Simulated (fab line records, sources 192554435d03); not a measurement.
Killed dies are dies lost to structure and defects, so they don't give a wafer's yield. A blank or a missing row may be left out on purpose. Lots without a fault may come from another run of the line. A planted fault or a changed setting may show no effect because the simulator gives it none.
Split-lot experiment | flow n5_finfet | 7 lots, 21 wafers read, on a route of 1938 steps

THE SPLIT
At N5_BEOL_M9_COAT_60 (time 60 s, resist thk 30 nm), the setting spin_rpm was moved away from the recipe's 1500 rpm on 9 of the 21 wafers read, by -10.7% to +3.9%. The other wafers ran this setting at the recipe's value.

FROM THE SPLIT TO THE READING: what the file shows between them, 4 steps
- N5_BEOL_M9_COAT_05: resist thk 90 nm
- N5_BEOL_M9_EBR_07
- N5_BEOL_M9_DESCUM_16: chemistry O2, time 7.9 s
- N5_BEOL_M9_ETCH_61: etches SiARC in CF4, target depth 39 nm, time 65 s

THE READING
SiARC_of_BEOL_M9_COAT_60.thk_nm (the simulator's own value, which no gauge read), in nm, at N5_BEOL_M9_ETCH_62 (etches SOC in N2/H2, target depth 110 nm, overetch 22 nm, time 165 s). The file gives no usual value for it. The 12 wafers here that ran the recipe average 23.4 nm, standard deviation 0.25 nm.

wafer  | tool, chamber at the split | spin_rpm as run, rpm | against the recipe | SiARC_of_BEOL_M9_COAT_60.thk_nm, nm | against lot-mates on the recipe
L074.1 | litho_track-02, 0          | 1500                 | recipe             | 23.2                                | -
L074.2 | litho_track-02, 0          | 1500                 | recipe             | 23.4                                | -
L074.3 | litho_track-02, 0          | 1415                 | -5.7%              | 24.8                                | +1.5
L079.3 | litho_track-04, 0          | 1415                 | -5.7%              | 24.4                                | +1.2
L079.5 | litho_track-04, 0          | 1415                 | -5.7%              | 24.4                                | +1.2
L079.6 | litho_track-04, 0          | 1500                 | recipe             | 23.2                                | -
L084.1 | litho_track-04, 0          | 1558                 | +3.9%              | 22.8                                | -0.4
L084.2 | litho_track-04, 0          | 1500                 | recipe             | 23.2                                | -
L084.5 | litho_track-04, 0          | 1558                 | +3.9%              | 22.6                                | -0.6
L087.3 | litho_track-05, 0          | 1408                 | -6.1%              | 24.6                                | +1.5
L087.5 | litho_track-05, 0          | 1500                 | recipe             | 23.2                                | -
L087.6 | litho_track-05, 0          | 1500                 | recipe             | 23                                  | -
L088.1 | litho_track-04, 0          | 1500                 | recipe             | 23.2                                | -
L088.2 | litho_track-04, 0          | 1405                 | -6.3%              | 24.6                                | +1.4
L088.3 | litho_track-04, 0          | 1405                 | -6.3%              | 24.2                                | +1.0
L092.4 | litho_track-02, 0          | 1500                 | recipe             | 23.6                                | -
L092.5 | litho_track-02, 0          | 1340                 | -10.7%             | 25.2                                | +1.5
L092.6 | litho_track-02, 0          | 1500                 | recipe             | 23.8                                | -
L095.2 | litho_track-02, 0          | 1500                 | recipe             | 23.6                                | -
L095.3 | litho_track-02, 0          | 1500                 | recipe             | 23.4                                | -
L095.6 | litho_track-02, 0          | 1500                 | recipe             | 23.8                                | -

THE FIT
A straight line over all 21 wafers: SiARC_of_BEOL_M9_COAT_60.thk_nm changes by -0.179 nm for each +1% of spin_rpm; r = -0.95; the points scatter about the line by 0.24 nm.
The same after taking each lot's own level away (the mean of its wafers on the recipe; 21 wafers): -0.178 nm for each +1%; r = -0.96; scatter 0.21 nm.
On that fit, the largest move of spin_rpm shifts the reading by 1.9 nm.
The lots' own levels span 23.10 to 23.70 nm, that is 2.4 times the standard deviation above.
So the lot-to-lot level changes the slope little: the two slopes agree.
Check: with one of the wafers moved furthest among these (-10.7%) left out of the fit, the line predicts +2.19 nm for it against its lot-mates. It came out at +1.5 nm against them.

OTHER SPLITS ON THESE WAFERS
These wafers also went through other splits before the reading. Each is held against what the fit with the lots' levels taken away leaves over:
other split on the same wafers | wafers away from the commonest value | r with SiARC_of_BEOL_M9_COAT_60.thk_nm (lot level and that fit taken away)
N5_BEOL_M8_COAT_64 spin_rpm    | 9                                    | -0.01
N5_BEOL_M9_ILD_DEP_00 time_s   | 7                                    | +0.19

THE WHOLE CHAIN: every reading that the file lists as answering this split, in the file's order
step               | what it does                                                         | reading                                                                            | change (the file's fit)               | r (the file's)
N5_BEOL_M9_COAT_60 | time 60 s, resist thk 30 nm                                          | SiARC_of_BEOL_M9_COAT_60.thk_nm (the simulator's own value, which no gauge read)   | -0.174 nm for each +1% of the setting | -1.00
N5_BEOL_M9_ETCH_61 | etches SiARC in CF4, target depth 39 nm, time 65 s                   | etch_rf_on_time_s                                                                  | withheld for each +1% of the setting  | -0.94
N5_BEOL_M9_ETCH_61 | etches SiARC in CF4, target depth 39 nm, time 65 s                   | etch.depth_nm (the simulator's own value, which no gauge read)                     | -0.164 nm for each +1% of the setting | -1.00
N5_BEOL_M9_ETCH_61 | etches SiARC in CF4, target depth 39 nm, time 65 s                   | CAR-ArF_of_BEOL_M9_COAT_05.thk_nm (the simulator's own value, which no gauge read) | +0.173 nm for each +1% of the setting | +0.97
N5_BEOL_M9_ETCH_62 | etches SOC in N2/H2, target depth 110 nm, overetch 22 nm, time 165 s | SiARC_of_BEOL_M9_COAT_60.thk_nm (the simulator's own value, which no gauge read)   | -0.185 nm for each +1% of the setting | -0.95

THE FILE'S OWN FIT
SiARC_of_BEOL_M9_COAT_60.thk_nm changes by -0.185 nm for each +1% of spin_rpm, r = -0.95.
